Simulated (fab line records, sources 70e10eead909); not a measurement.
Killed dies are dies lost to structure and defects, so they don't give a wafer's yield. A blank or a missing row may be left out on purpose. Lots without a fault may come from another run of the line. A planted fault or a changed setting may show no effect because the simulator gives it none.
Chamber matching | flow nand_harc | NHARC_A_BLC_ALD_23 on ald_metal-02: 4 sister chambers
The step deposits TiN, target thk 3 nm, pulse time 1 s, ald cycles 150. 4 wafers are shown with their chamber, then 10 later ones without.

WAFERS WITH THEIR CHAMBER
wafer  | chamber | heater_power_w (W)
L080.2 | 2       | 1035
L080.4 | 0       | 974
L083.1 | 1       | 828
L083.2 | 3       | 1053

WAFERS WITHOUT THEIR CHAMBER
wafer  | heater_power_w (W)
L083.4 | 1013
L090.1 | 973
L090.3 | 1080
L090.5 | 977
L095.1 | 843
L095.3 | 1050
L095.5 | 834
L096.3 | 841
L096.5 | 824
L096.6 | 952

WHICH CHAMBER EACH WENT THROUGH
wafer  | from the rows above          | in truth
L083.4 | can't be placed: 2 or 0 or 3 | 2
L090.1 | 0                            | 0
L090.3 | can't be placed: 3 or 2      | 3
L090.5 | 0                            | 0
L095.1 | 1                            | 1
L095.3 | can't be placed: 3 or 2      | 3
L095.5 | 1                            | 1
L096.3 | 1                            | 1
L096.5 | 1                            | 1
L096.6 | 0                            | 0
Placed correctly: 7 of 10. Can't be placed from these rows: 3 (the true chamber is among the candidates in 3). Placed wrongly: 0.
How it was worked out, from the rows above alone: a wafer's distance from a chamber is the root of the sum, over the readings, of the square of ((its reading less the chamber's mean) divided by the reading's scatter). The wafer belongs to the nearest chamber; if the next one is less than 2 further off, it can't be placed. A chamber's mean is the mean of its shown wafers. The scatter: with one shown wafer a chamber, the root of the mean of the squares of how far each hidden wafer lies from its nearest shown one.
